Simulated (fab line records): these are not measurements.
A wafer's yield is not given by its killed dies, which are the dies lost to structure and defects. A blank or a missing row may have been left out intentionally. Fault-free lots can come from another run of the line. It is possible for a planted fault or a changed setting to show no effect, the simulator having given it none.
Chamber matching | flow n5 finfet | 4 sister chambers for N5_BEOL_M7_ETCH_66 on rie diel-05
The step etches SOC in N2/H2, target depth 80 nm, overetch 16 nm, time 120 s. 8 wafers are shown with their chamber, then 8 later ones without.

## EACH WAFER AND ITS CHAMBER
wafer  | chamber | drypump motor current A (A) | showerhead plenum p Torr (Torr)
L081.1 | 1       | 5.6                         | 2.62
L081.6 | 2       | 6.2                         | 2.60
L083.1 | 3       | 5.1                         | 2.48
L083.5 | 2       | 6.2                         | 2.59
L084.1 | 1       | 5.6                         | 2.61
L084.5 | 0       | 5.3                         | 2.44
L084.6 | 3       | 5.1                         | 2.48
L086.1 | 0       | 5.2                         | 2.44

## WAFERS WITH NO CHAMBER GIVEN
wafer  | drypump motor current A (A) | showerhead plenum p Torr (Torr)
L086.2 | 5.6                         | 2.61
L086.4 | 6.2                         | 2.59
L093.2 | 5.2                         | 2.43
L093.3 | 5.6                         | 2.61
L093.5 | 6.2                         | 2.59
L091.1 | 5.1                         | 2.48
L091.2 | 6.2                         | 2.59
L091.4 | 6.2                         | 2.59

## WHICH CHAMBER EACH ONE RAN IN
wafer  | from the rows above | in truth
L086.2 | 1                   | 1
L086.4 | 2                   | 2
L093.2 | 0                   | 0
L093.3 | 1                   | 1
L093.5 | 2                   | 2
L091.1 | 3                   | 3
L091.2 | 2                   | 2
L091.4 | 2                   | 2
Correctly placed: 8 of 8. Not placeable from these rows: 0. Wrongly placed: 0.
How it was worked out, from the rows above alone: a wafer's distance from a chamber is the root of the sum, over the readings, of the square of ((its reading less the chamber's mean) divided by the reading's scatter). The wafer belongs to the nearest chamber; if the next one is less than 2 further off, it can't be placed. The mean given for a chamber averages the wafers shown for that chamber. The scatter is the square root of a quotient: the sum, over the shown wafers, of each reading's squared deviation from its chamber's mean, divided by wafers minus chambers.
